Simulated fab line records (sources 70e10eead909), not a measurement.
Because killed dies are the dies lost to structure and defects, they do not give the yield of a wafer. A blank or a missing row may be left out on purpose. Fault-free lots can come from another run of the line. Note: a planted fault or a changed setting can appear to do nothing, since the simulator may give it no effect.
A lot that was struck, set against a sound lot | flow nand_harc | 24 out of 1159 route steps
Sound: the wafers L698.1, L698.2, L698.5. Wafers L718.1, L718.4, L718.5 were the ones struck. The cause comes at the end.
At each step with rows: each side's tool, then ch and its chambers, then its first start. Under that, the readings that differ: sound wafers | struck wafers | difference of the means | sigmas: that difference in standard deviations of wafers without a fault.
alike: readings whose means differ by less than 2 such deviations, and words and numbers that are the same on both sides. not compared: withheld readings, readings that some wafer has no value for, bounds like >300 that may hide the same value, and numbers for which the record gives no deviation and whose values overlap.
Wherever a step has rows on one side only, a row that says differs or no value, or a row with sigmas, the two part there. Non-overlapping numbers with no deviation appear without sigmas and do not part them. A reading missing from all wafers of one side parts the sides only when that side holds two or more wafers.

first, 1 step without rows for these wafers: NHARC_P_M0_SRD_25.
NHARC_P_M0_INSPECT_27:
  sound: defect_inspect-02 at day 6 08:50; struck: defect_inspect-01 at day 11 10:22
  alike: raw_defect_count
NHARC_P_M0_PRE_CLEAN_31: time 12 s.
  sound on pecvd-01 ch 0,1, day 6 08:54; struck on pecvd-03 ch 0,1, day 11 10:28
  alike: heater_power_outer_w, heater_power_w
  not compared: since_wet_clean_h
NHARC_P_M0_DEP_32: deposits SiCN, target thk 30 nm.
  sound on pecvd-01 ch 0,1, day 6 08:59; struck on pecvd-03 ch 0,1, day 11 10:35
  alike: heater_power_outer_w, heater_power_w
  not compared: since_wet_clean_h
then, 7 steps without rows for these wafers: NHARC_P_M1_DEP_00 (deposits SiOC, target thk 182.5 nm); NHARC_P_M1_DEHYDRATE_01 (time 120 s); NHARC_P_M1_HMDS_02 (time 30 s); NHARC_P_M1_COAT_34 (time 65 s); NHARC_P_M1_COAT_03 (resist thk 90 nm); NHARC_P_M1_SOFTBAKE_04 (time 55 s); NHARC_P_M1_EBR_05.
NHARC_P_M1_EXPOSE_06: exposes mask P M1, target cd 130 nm.
  sound on arfi_scanner-01 ch 0, day 6 10:04; struck on arfi_scanner-02 ch 0, day 11 11:29
  reading              | sound             | struck               | difference | sigmas
  exposure_dose_mJ_cm2 | 81.94 81.89 81.85 | 117.29 117.24 117.36 | +35.40     | +99 or more
  alike: mask, focus_offset_nm
then, 2 steps without rows for these wafers: NHARC_P_M1_PEB_07 (peb time 65 s); NHARC_P_M1_DEVELOP_08 (develop time 35 s).
NHARC_P_M1_CD_MEAS_09 targets a cd of 130 nm.
  sound on cd_sem-01 ch 0, day 6 10:13; struck on cd_sem-01 ch 0, day 11 11:38
  reading    | sound             | struck            | difference | sigmas
  cd_nm (nm) | 129.9 129.7 129.4 | 151.0 150.8 149.9 | +20.9      | +31
NHARC_P_M1_OVL_MEAS_10: pitch 260 nm.
  sound: overlay-01 at day 6 10:18; struck: overlay-01 at day 11 11:43
  alike: overlay_x_nm, overlay_y_nm
NHARC_P_M1_INSPECT_11:
  sound: defect_inspect-02 at day 6 10:20; struck: defect_inspect-01 at day 11 11:46
  alike: raw_defect_count
NHARC_P_M1_DESCUM_14: chemistry O2, time 3 s.
  sound on rie_diel-12 ch 0,2,3, day 6 10:23; struck on rie_diel-12 ch 2,3, day 11 11:49
  reading               | sound           | struck            | difference | sigmas
  model.P_M1.cd_nm (nm) | 129.8 130.6 130 | 151.2 151.3 149.9 | +20.7      |
  alike: chamber_pressure_mTorr, drypump_motor_current_A, oes_product_au, rf_vpp_V, showerhead_plenum_p_Torr, throttle_valve_pct
  not compared: rf_hours_counter_h
NHARC_P_M1_ETCH_35: etches the open film in N2/H2, target depth 40 nm, overetch 12 nm, time 43.94 s.
  sound on rie_diel-12 ch 0,2, day 6 10:31; struck on rie_diel-12 ch 0,1,2, day 11 11:55
  alike: chamber_pressure_mTorr, drypump_motor_current_A, oes_product_au, rf_vpp_V, showerhead_plenum_p_Torr, throttle_valve_pct
  not compared: rf_hours_counter_h
NHARC_P_M1_ETCH_15: etches the open film in C4F8/Ar, target depth 182.5 nm, time 91.2 s.
  sound: rie_diel-12 ch 2,3; struck: rie_diel-12 ch 0,3
  reading               | sound             | struck            | difference | sigmas
  oes_product_au (a.u.) | 0.930 0.925 0.932 | 0.968 0.978 0.971 | +0.043     | +2
  alike: chamber_pressure_mTorr, rf_vpp_V
  not compared: rf_hours_counter_h
NHARC_P_M1_CD_MEAS_16:
  sound: cd_sem-03 at day 6 10:46; struck: cd_sem-03 at day 11 12:07
  reading    | sound             | struck            | difference | sigmas
  cd_nm (nm) | 129.9 129.9 129.6 | 151.0 151.1 149.4 | +20.7      | +21
NHARC_P_M1_STRIP_18: strips in N2/H2.
  sound on rie_diel-01 ch 0,1,3, day 6 10:52; struck on rie_diel-06 ch 1,2, day 11 12:12
  alike: chamber_pressure_mTorr, drypump_motor_current_A, oes_product_au, power_w, rf_vpp_V, showerhead_plenum_p_Torr, throttle_valve_pct
  not compared: rf_hours_counter_h
NHARC_P_M1_ETCH_28: etches the open film in CF4/N2, target depth 30 nm, time 72.99 s.
  sound: rie_diel-01 ch 1,3; struck: rie_diel-06 ch 0,2,3
  reading                        | sound                | struck               | difference | sigmas
  chamber_pressure_mTorr (mTorr) | 30.015 29.997 30.056 | 29.953 29.979 29.952 | -0.061     | -2
  model.P_M1.cd_nm (nm)          | 129.6 130.2 129      | 150.6 151.4 147.6    | +20.3      |
  alike: drypump_motor_current_A, oes_product_au, rf_vpp_V, showerhead_plenum_p_Torr, throttle_valve_pct
  not compared: rf_hours_counter_h
then, 1 step without rows for these wafers: NHARC_P_M1_STRIP_19 (strips in post etch residue remover, time 600 s).

## WHERE THEY PART
At NHARC_P_M1_EXPOSE_06 first; at NHARC_P_M1_ETCH_28 last (within this record only).

WHY: whatever the simulator had introduced
Process parameters drifting: arfi_scanner-02 at NHARC_P_M1_EXPOSE_06, beginning at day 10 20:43. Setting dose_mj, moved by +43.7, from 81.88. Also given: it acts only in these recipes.
